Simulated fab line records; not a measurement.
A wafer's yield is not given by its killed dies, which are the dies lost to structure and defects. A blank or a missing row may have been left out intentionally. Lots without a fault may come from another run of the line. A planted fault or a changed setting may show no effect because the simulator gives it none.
Lot-split experiment / flow n5_finfet / 7 lots, 21 wafers read, on a route of 1938 steps

## ABOUT THE SPLIT
At N5_BEOL_M12_ETCH_68 (etches SOC in N2/H2, time 285 s), the setting time_s was moved away from the recipe's 285 s on 4 of the 21 wafers read, by -20.0% to +19.8%. For the rest of the wafers, this setting stayed at what the recipe calls for.

Reading taken at the split's own step.

## THE READING
SiARC_of_BEOL_M12_COAT_66.thk_nm (the simulator's own value, which no gauge read), in nm, at N5_BEOL_M12_ETCH_68 (etches SOC in N2/H2, time 285 s). No usual value for it is given in the file. Across the 17 wafers here that went through the recipe, the average is 85.6 nm and the standard deviation 0.52 nm.

wafer=L078.1; tool, chamber at the split=rie_diel-04, 0; time_s as run, s=285; against the recipe=recipe; SiARC_of_BEOL_M12_COAT_66.thk_nm, nm=85; against lot-mates on the recipe=-
wafer=L078.5; tool, chamber at the split=rie_diel-04, 0; time_s as run, s=285; against the recipe=recipe; SiARC_of_BEOL_M12_COAT_66.thk_nm, nm=85; against lot-mates on the recipe=-
wafer=L078.4; tool, chamber at the split=rie_diel-04, 3; time_s as run, s=285; against the recipe=recipe; SiARC_of_BEOL_M12_COAT_66.thk_nm, nm=84.2; against lot-mates on the recipe=-
wafer=L081.2; tool, chamber at the split=rie_diel-06, 3; time_s as run, s=341.5; against the recipe=+19.8%; SiARC_of_BEOL_M12_COAT_66.thk_nm, nm=81; against lot-mates on the recipe=-4.6
wafer=L081.3; tool, chamber at the split=rie_diel-06, 0; time_s as run, s=285; against the recipe=recipe; SiARC_of_BEOL_M12_COAT_66.thk_nm, nm=85.6; against lot-mates on the recipe=-
wafer=L081.5; tool, chamber at the split=rie_diel-06, 2; time_s as run, s=341.5; against the recipe=+19.8%; SiARC_of_BEOL_M12_COAT_66.thk_nm, nm=82; against lot-mates on the recipe=-3.6
wafer=L080.3; tool, chamber at the split=rie_diel-05, 2; time_s as run, s=228.1; against the recipe=-20.0%; SiARC_of_BEOL_M12_COAT_66.thk_nm, nm=90.4; against lot-mates on the recipe=+4.6
wafer=L080.4; tool, chamber at the split=rie_diel-05, 0,3; time_s as run, s=285; against the recipe=recipe; SiARC_of_BEOL_M12_COAT_66.thk_nm, nm=85.8; against lot-mates on the recipe=-
wafer=L080.6; tool, chamber at the split=rie_diel-05, 0,3; time_s as run, s=285; against the recipe=recipe; SiARC_of_BEOL_M12_COAT_66.thk_nm, nm=85.8; against lot-mates on the recipe=-
wafer=L088.1; tool, chamber at the split=rie_diel-04, 1; time_s as run, s=327.5; against the recipe=+14.9%; SiARC_of_BEOL_M12_COAT_66.thk_nm, nm=81.8; against lot-mates on the recipe=-3.5
wafer=L088.3; tool, chamber at the split=rie_diel-04, 3; time_s as run, s=285; against the recipe=recipe; SiARC_of_BEOL_M12_COAT_66.thk_nm, nm=85.2; against lot-mates on the recipe=-
wafer=L088.5; tool, chamber at the split=rie_diel-04, 2; time_s as run, s=285; against the recipe=recipe; SiARC_of_BEOL_M12_COAT_66.thk_nm, nm=85.4; against lot-mates on the recipe=-
wafer=L091.1; tool, chamber at the split=rie_diel-06, 0; time_s as run, s=285; against the recipe=recipe; SiARC_of_BEOL_M12_COAT_66.thk_nm, nm=85.2; against lot-mates on the recipe=-
wafer=L091.2; tool, chamber at the split=rie_diel-06, 2; time_s as run, s=285; against the recipe=recipe; SiARC_of_BEOL_M12_COAT_66.thk_nm, nm=86.2; against lot-mates on the recipe=-
wafer=L091.6; tool, chamber at the split=rie_diel-06, 3; time_s as run, s=285; against the recipe=recipe; SiARC_of_BEOL_M12_COAT_66.thk_nm, nm=86.4; against lot-mates on the recipe=-
wafer=L093.1; tool, chamber at the split=rie_diel-06, 0; time_s as run, s=285; against the recipe=recipe; SiARC_of_BEOL_M12_COAT_66.thk_nm, nm=85.4; against lot-mates on the recipe=-
wafer=L093.2; tool, chamber at the split=rie_diel-06, 1; time_s as run, s=285; against the recipe=recipe; SiARC_of_BEOL_M12_COAT_66.thk_nm, nm=86; against lot-mates on the recipe=-
wafer=L093.4; tool, chamber at the split=rie_diel-06, 3; time_s as run, s=285; against the recipe=recipe; SiARC_of_BEOL_M12_COAT_66.thk_nm, nm=85.6; against lot-mates on the recipe=-
wafer=L096.2; tool, chamber at the split=rie_diel-06, 3,1; time_s as run, s=285; against the recipe=recipe; SiARC_of_BEOL_M12_COAT_66.thk_nm, nm=86; against lot-mates on the recipe=-
wafer=L096.5; tool, chamber at the split=rie_diel-06, 3,1; time_s as run, s=285; against the recipe=recipe; SiARC_of_BEOL_M12_COAT_66.thk_nm, nm=86; against lot-mates on the recipe=-
wafer=L096.6; tool, chamber at the split=rie_diel-06, 0; time_s as run, s=285; against the recipe=recipe; SiARC_of_BEOL_M12_COAT_66.thk_nm, nm=85.6; against lot-mates on the recipe=-
If several chambers appear in one row, that row covers several wafers at once and the file leaves open which wafer was in which chamber.

THE FIT
A straight line over all 21 wafers: SiARC_of_BEOL_M12_COAT_66.thk_nm changes by -0.224 nm for each +1% of time_s; r = -0.96; the points scatter about the line by 0.55 nm.
The same after taking each lot's own level away (the mean of its wafers on the recipe; 21 wafers): -0.218 nm for each +1%; r = -0.98; scatter 0.35 nm.
According to that fit, moving time_s by its largest amount changes the reading by 4.4 nm.
The span of the lots' own levels, 84.73 to 85.93 nm, comes to 2.3 times the standard deviation stated above.
Hence the lot-to-lot level has little effect on the slope; both slopes agree.
Check: with one of the wafers moved furthest among these (-20.0%) left out of the fit, the line predicts +4.24 nm for it against its lot-mates. Against them it came out at +4.6 nm.

## OTHER SPLITS ON THESE WAFERS
These wafers also went through other splits before the reading. Each is held against what the fit with the lots' levels taken away leaves over:
other split on the same wafers=N5_BEOL_M10_EXPOSE_08 dose_mj; wafers away from the commonest value=11; r with SiARC_of_BEOL_M12_COAT_66.thk_nm (lot level and that fit taken away)=+0.00
other split on the same wafers=N5_BEOL_M11_COAT_63 spin_rpm; wafers away from the commonest value=5; r with SiARC_of_BEOL_M12_COAT_66.thk_nm (lot level and that fit taken away)=-0.12
other split on the same wafers=N5_BEOL_M11_EXPOSE_25 dose_mj; wafers away from the commonest value=4; r with SiARC_of_BEOL_M12_COAT_66.thk_nm (lot level and that fit taken away)=-0.02

## FILE'S OWN FIT
SiARC_of_BEOL_M12_COAT_66.thk_nm changes by -0.222 nm for each +1% of time_s, r = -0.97.
